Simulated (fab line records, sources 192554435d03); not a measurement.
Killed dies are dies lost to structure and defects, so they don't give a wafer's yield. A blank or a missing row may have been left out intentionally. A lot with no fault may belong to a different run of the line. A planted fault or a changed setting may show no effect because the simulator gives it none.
Chamber matching ; flow n5_finfet ; N5_BEOL_M1_PECVD_72 on pecvd-01: 3 sister chambers
The step deposits SiO2 from TEOS/O2, target thk 16 nm, time 18 s. 18 wafers are shown with their chamber, then 9 later ones without.

EACH WAFER AND ITS CHAMBER
wafer;chamber;showerhead_plenum_p_Torr (Torr);heater_power_w (W);throttle_valve_pct (%)
L074.3;2;8.75;578;22.6
L074.4;2;8.75;595;22.6
L074.6;1;8.82;440;22.1
L075.1;0;8.76;817;22.2
L075.3;1;8.81;536;22.3
L075.5;1;8.82;538;22.1
L080.4;1;8.84;539;22.2
L080.5;2;8.76;694;22.4
L080.6;0;8.73;1006;22.8
L081.3;0;8.75;972;22.3
L081.5;2;8.75;687;22.6
L081.6;1;8.81;478;22.3
L083.1;0;8.72;999;22.3
L083.4;0;8.73;997;22.5
L083.6;1;8.82;535;22.1
L087.1;1;8.83;484;22.4
L087.3;2;8.76;674;22.8
L087.5;0;8.75;914;22.2

SIGNATURES (averages over the wafers above)
reading;chamber 0;chamber 1;chamber 2;scatter within a chamber
showerhead_plenum_p_Torr;8.7400;8.8214;8.7540;0.0116
heater_power_w;950.83;507.14;645.60;57
throttle_valve_pct;22.383;22.214;22.600;0.171
Rule: distance of a wafer from a chamber = root of the sum over the readings of ((wafer's reading minus chamber's mean) / reading's scatter) squared. The wafer belongs to the nearest chamber; if the next one is less than 2 further off, it can't be placed. How the scatter is found: for the shown wafers, subtract from each reading the mean of its chamber, square and add these, divide the total by (wafers less chambers), then take the root.

WAFERS WHOSE CHAMBER IS MISSING
wafer;showerhead_plenum_p_Torr (Torr);heater_power_w (W);throttle_valve_pct (%)
L092.1;8.84;476;22.4
L092.2;8.76;563;23.1
L092.3;8.76;975;22.6
L096.3;8.74;890;22.4
L096.5;8.73;887;22.4
L096.6;8.84;489;22.3
L097.2;8.76;578;23.1
L097.3;8.85;444;22.3
L097.5;8.74;904;22.4

WHICH CHAMBER EACH WENT THROUGH
wafer;from the rows above;in truth
L092.1;1;1
L092.2;2;2
L092.3;0;0
L096.3;0;0
L096.5;0;0
L096.6;1;1
L097.2;2;2
L097.3;1;1
L097.5;0;0
9 of 9 placed correctly. Left unplaced by these rows: 0. Number placed wrongly: 0.
